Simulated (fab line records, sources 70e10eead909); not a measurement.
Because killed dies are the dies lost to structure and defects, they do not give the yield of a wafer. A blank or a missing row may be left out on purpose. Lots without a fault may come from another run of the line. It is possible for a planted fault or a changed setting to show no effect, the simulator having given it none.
A lot that was struck, set against a sound lot    flow nandHarc    41 steps out of a route of 1302
Sound: wafers L551.1, L551.2, L551.3. Struck: wafer L560.6; the same lot's L560.5 was not struck, so it is left out; see the end for the cause.
Order at every step that has rows: each side's tool, ch and its chambers, its first start. Under that, the readings that differ: sound wafers    struck wafers    difference of the means    sigmas: that difference in standard deviations of wafers without a fault.
alike: readings with means less than 2 such deviations apart, plus words and numbers identical on both sides. not compared: withheld readings, readings lacking a value on some wafer, bounds such as >300 that could conceal the same value, and numbers that have no deviation in the record and whose values overlap.
Wherever a step has rows on one side only, a row that says differs or no value, or a row with sigmas, the two part there. Numbers that have no deviation but don't overlap get no sigmas and don't part them. Lack of a reading on every wafer of one side parts them only where that side has two or more wafers.

NHARC_P_M0_CD_MEAS_09: target cd 90 nm.
  sound on cdSem-02 ch 0, day 7 14:11; struck on cdSem-03 ch 0, day 11 07:59
  alike: cdNm
NHARC_P_M0_OVL_MEAS_10: pitch 180 nm.
  struck on overlay-02, day 11 08:04; sound on overlay-02, day 7 14:16
reading          sound           struck  difference  sigmas
overlayXNm (nm)  -1.0 -1.1 -0.7  0.6     +1.5        +2
  alike: overlayYNm
NHARC_P_M0_INSPECT_11:
  struck on defectInspect-01, day 11 08:06; sound on defectInspect-01, day 7 14:18
  alike: rawDefectCount
then, 3 steps without rows for these wafers: NHARC_P_M0_DESCUM_14 (chemistry O2, time 3 s); NHARC_P_M0_ETCH_34 (etches the open film in N2/H2, target depth 40 nm, overetch 12 nm, time 43.94 s); NHARC_P_M0_ETCH_15 (etches the open film in C4F8/Ar, target depth 150 nm, overetch 15 nm, time 82.5 s).
NHARC_P_M0_CD_MEAS_16:
  struck on cdSem-02, day 11 08:28; sound on cdSem-02, day 7 14:41
  alike: cdNm
then, 4 steps without rows for these wafers: NHARC_P_M0_STRIP_18 (strips in N2/H2); NHARC_P_M0_STRIP_19 (strips in post etch residue remover, time 600 s); NHARC_P_M0_DEGAS_28 (time 60 s); NHARC_P_M0_PRE_CLEAN_29 (time 30 s).
NHARC_P_M0_PVD_20: deposits TaN, target thk 5 nm, time 8.06 s.
  sound on pvdSputter-02; struck on pvdSputter-03
  alike: throttleValvePct
NHARC_P_M0_PVD_21: deposits Cu, target thk 30 nm, time 20.49 s.
  struck on pvdSputter-03, day 11 09:23; sound on pvdSputter-02, day 7 15:32
  alike: throttleValvePct
then, 1 step without rows for these wafers: NHARC_P_M0_ECD_22 (material Cu, target thk 400 nm).
NHARC_P_M0_ANNEAL_30: time 90 s.
  sound on rtpAnneal-01 ch 0, day 7 16:02; struck on rtpAnneal-02 ch 0, day 11 10:04
  alike: wafer_temp_C_max
then, 2 steps without rows for these wafers: NHARC_P_M0_CMP_23 (polishes, t overpolish 20 s, target thk 117.54 nm); NHARC_P_M0_SRD_25.
NHARC_P_M0_INSPECT_27:
  struck on defectInspect-01, day 11 10:41; sound on defectInspect-01, day 7 16:51
  alike: rawDefectCount
NHARC_P_M0_PRE_CLEAN_31: time 12 s.
  sound on pecvd-04 ch 0,1,2, day 7 16:55; struck on pecvd-03 ch 2, day 11 10:48
  alike: heaterPowerW
then, 11 steps without rows for these wafers: NHARC_P_M0_DEP_32 (deposits SiCN, target thk 30 nm); NHARC_P_M1_DEP_00 (deposits SiOC, target thk 182.5 nm); NHARC_P_M1_DEHYDRATE_01 (time 120 s); NHARC_P_M1_HMDS_02 (time 30 s); NHARC_P_M1_COAT_34 (time 65 s); NHARC_P_M1_COAT_03 (resist thk 90 nm); NHARC_P_M1_SOFTBAKE_04 (time 55 s); NHARC_P_M1_EBR_05; NHARC_P_M1_EXPOSE_06 (exposes mask P M1, target cd 130 nm); NHARC_P_M1_PEB_07 (peb time 65 s); NHARC_P_M1_DEVELOP_08 (develop time 35 s).
NHARC_P_M1_CD_MEAS_09: target cd 130 nm.
  the record has rows for the sound wafers here (cdSem-02 ch 0, day 7 18:15) and none for the struck ones
NHARC_P_M1_OVL_MEAS_10: pitch 260 nm.
  the record has rows for the sound wafers here (overlay-01, day 7 18:20) and none for the struck ones
NHARC_P_M1_INSPECT_11:
  the record has rows for the sound wafers here (defectInspect-02, day 7 18:23) and none for the struck ones
then, 3 steps without rows for these wafers: NHARC_P_M1_DESCUM_14 (chemistry O2, time 3 s); NHARC_P_M1_ETCH_35 (etches the open film in N2/H2, target depth 40 nm, overetch 12 nm, time 43.94 s); NHARC_P_M1_ETCH_15 (etches the open film in C4F8/Ar, target depth 182.5 nm, time 91.2 s).
NHARC_P_M1_CD_MEAS_16:
  the record has rows for the sound wafers here (cdSem-03, day 7 18:44) and none for the struck ones
NHARC_P_M1_STRIP_18: strips in N2/H2.
  the record has rows for the sound wafers here (rieDiel-12 ch 0,2,3, day 7 18:50) and none for the struck ones
NHARC_P_M1_ETCH_28: etches the open film in CF4/N2, target depth 30 nm, time 72.99 s.
  the record has rows for the sound wafers here (rieDiel-12 ch 0,1,3) and none for the struck ones
then, 1 step without rows for these wafers: NHARC_P_M1_STRIP_19 (strips in post etch residue remover, time 600 s).
-- break in the record here, with 19 days between the starts of the struck wafers on either side (left off in module P_M1, picked up again in module END, where the first step shown is number 1302 on the route) --
NHARC_END_SORT_01:
  here the record holds rows for the struck wafers (prober-02 ch 0, day 30 06:19) but none for the sound ones

WHERE THEY PART
At NHARC_P_M0_OVL_MEAS_10 first; at NHARC_END_SORT_01 last (within this record only).

WHY: the cause the simulator had injected
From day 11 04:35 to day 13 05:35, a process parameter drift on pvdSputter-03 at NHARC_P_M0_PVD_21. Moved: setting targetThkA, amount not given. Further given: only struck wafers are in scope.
